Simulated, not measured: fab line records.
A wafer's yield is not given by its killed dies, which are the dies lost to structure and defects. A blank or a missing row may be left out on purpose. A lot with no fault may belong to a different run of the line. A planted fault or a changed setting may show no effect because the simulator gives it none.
Which tool is to blame? || flow n5Finfet || 36 wafers from 12 lots sampled at 4 of the route's 1938 steps

## WHAT EACH GAUGE READ, for each wafer
N5_BEOL_M10_THK_MEAS_01.
{"lot": "L076", "measured": "day 11 17:11", "on": "filmMetro-02", "M10_ILD_THK (nm)": "263 265 268"}
{"lot": "L078", "measured": "day 12 14:05", "on": "filmMetro-01", "M10_ILD_THK (nm)": "264 268 269"}
{"lot": "L079", "measured": "day 12 23:41", "on": "filmMetro-01", "M10_ILD_THK (nm)": "269 270 270"}
{"lot": "L080", "measured": "day 12 20:42", "on": "filmMetro-02", "M10_ILD_THK (nm)": "261 268 269"}
{"lot": "L082", "measured": "day 13 22:59", "on": "filmMetro-01", "M10_ILD_THK (nm)": "268 272 273"}
{"lot": "L086", "measured": "day 14 08:20", "on": "filmMetro-02", "M10_ILD_THK (nm)": "266 271 272"}
{"lot": "L089", "measured": "day 14 14:55", "on": "filmMetro-01", "M10_ILD_THK (nm)": "266 269 269"}
{"lot": "L088", "measured": "day 15 07:28", "on": "filmMetro-01", "M10_ILD_THK (nm)": "267 272 269"}
{"lot": "L090", "measured": "day 15 11:44", "on": "filmMetro-01", "M10_ILD_THK (nm)": "262 268 269"}
{"lot": "L093", "measured": "day 15 14:04", "on": "filmMetro-02", "M10_ILD_THK (nm)": "268 264 272"}
{"lot": "L095", "measured": "day 17 03:44", "on": "filmMetro-01", "M10_ILD_THK (nm)": "267 265 267"}
{"lot": "L097", "measured": "day 17 20:41", "on": "filmMetro-02", "M10_ILD_THK (nm)": "262 266 267"}

## WHAT TOOL EACH LOT RAN ON (gives the tool, then ch and the chambers of the sampled wafers, and finally the start)
{"lot": "L076", "N5_BEOL_M8_CMP_52": "cmp-04 ch 0,1, day 11 06:38", "N5_BEOL_M8_DEP_56": "pecvd-01 ch 0,1, day 11 07:00", "N5_BEOL_M9_PECVD_70": "pecvd-02 ch 1,2, day 11 07:46"}
{"lot": "L078", "N5_BEOL_M8_CMP_52": "cmp-03 ch 0,1,2, day 12 05:24", "N5_BEOL_M8_DEP_56": "pecvd-01 ch 0,1,2, day 12 05:41", "N5_BEOL_M9_PECVD_70": "pecvd-02 ch 0,1,2, day 12 06:26"}
{"lot": "L079", "N5_BEOL_M8_CMP_52": "cmp-03 ch 0,3, day 12 05:59", "N5_BEOL_M8_DEP_56": "pecvd-02 ch 0,1,2, day 12 06:22", "N5_BEOL_M9_PECVD_70": "pecvd-03 ch 0,1,2, day 12 07:25"}
{"lot": "L080", "N5_BEOL_M8_CMP_52": "cmp-02 ch 0,3, day 12 06:46", "N5_BEOL_M8_DEP_56": "pecvd-04 ch 0,1,2, day 12 07:08", "N5_BEOL_M9_PECVD_70": "pecvd-04 ch 0,1,2, day 12 08:22"}
{"lot": "L082", "N5_BEOL_M8_CMP_52": "cmp-02 ch 0,1,3, day 13 13:03", "N5_BEOL_M8_DEP_56": "pecvd-01 ch 0,1, day 13 13:18", "N5_BEOL_M9_PECVD_70": "pecvd-02 ch 0,1,2, day 13 14:04"}
{"lot": "L086", "N5_BEOL_M8_CMP_52": "cmp-04 ch 1,3, day 13 22:53", "N5_BEOL_M8_DEP_56": "pecvd-04 ch 0,1, day 13 23:15", "N5_BEOL_M9_PECVD_70": "pecvd-02 ch 0,2, day 14 00:03"}
{"lot": "L089", "N5_BEOL_M8_CMP_52": "cmp-03 ch 0,2,3, day 14 05:41", "N5_BEOL_M8_DEP_56": "pecvd-04 ch 0,1,2, day 14 06:03", "N5_BEOL_M9_PECVD_70": "pecvd-04 ch 0,1, day 14 07:08"}
{"lot": "L088", "N5_BEOL_M8_CMP_52": "cmp-04 ch 0,2, day 14 21:37", "N5_BEOL_M8_DEP_56": "pecvd-01 ch 0,2, day 14 21:56", "N5_BEOL_M9_PECVD_70": "pecvd-03 ch 1,2, day 14 22:43"}
{"lot": "L090", "N5_BEOL_M8_CMP_52": "cmp-04 ch 1,2, day 15 01:42", "N5_BEOL_M8_DEP_56": "pecvd-01 ch 0,1,2, day 15 02:04", "N5_BEOL_M9_PECVD_70": "pecvd-03 ch 0,1,2, day 15 02:49"}
{"lot": "L093", "N5_BEOL_M8_CMP_52": "cmp-02 ch 0,1,3, day 15 06:56", "N5_BEOL_M8_DEP_56": "pecvd-04 ch 0,1, day 15 07:17", "N5_BEOL_M9_PECVD_70": "pecvd-03 ch 1,2, day 15 08:02"}
{"lot": "L095", "N5_BEOL_M8_CMP_52": "cmp-02 ch 2,3, day 16 16:40", "N5_BEOL_M8_DEP_56": "pecvd-01 ch 0,1, day 16 17:01", "N5_BEOL_M9_PECVD_70": "pecvd-03 ch 1,2, day 16 17:47"}
{"lot": "L097", "N5_BEOL_M8_CMP_52": "cmp-02 ch 1,3, day 17 09:22", "N5_BEOL_M8_DEP_56": "pecvd-02 ch 0,2, day 17 09:44", "N5_BEOL_M9_PECVD_70": "pecvd-02 ch 0,1, day 17 10:32"}
- N5_BEOL_M8_CMP_52: polishes, stops on SiCOH lowk, t overpolish 6.9 s, target thk 80 nm.
- N5_BEOL_M8_DEP_56: deposits SiCN from 3MS/NH3, target thk 10 nm, time 17.5 s.
- N5_BEOL_M9_PECVD_70: deposits SiO2 from TEOS/O2, target thk 20 nm, time 22.7 s.

## THE ANSWER, worked out from the rows above alone
Rule: what is usual is taken from the lots themselves. Put in order of their means at a reading, lots are off if they are a third of the lots or fewer, leave a main group of 4 or more, and stand apart from it by a gap of 3 or more times the standard deviation of the main group's means; of several such gaps the widest counts. If all means in a main group match to the digits the tables above print for the reading, that group is not used. A lot without any number at a reading at which 4 lots or more have one is off too. Any other lot the step has rows for is counted as sound.
None of the lots is off at any reading shown; this tells nothing.

## WHAT THE SIMULATOR HAD PUT IN
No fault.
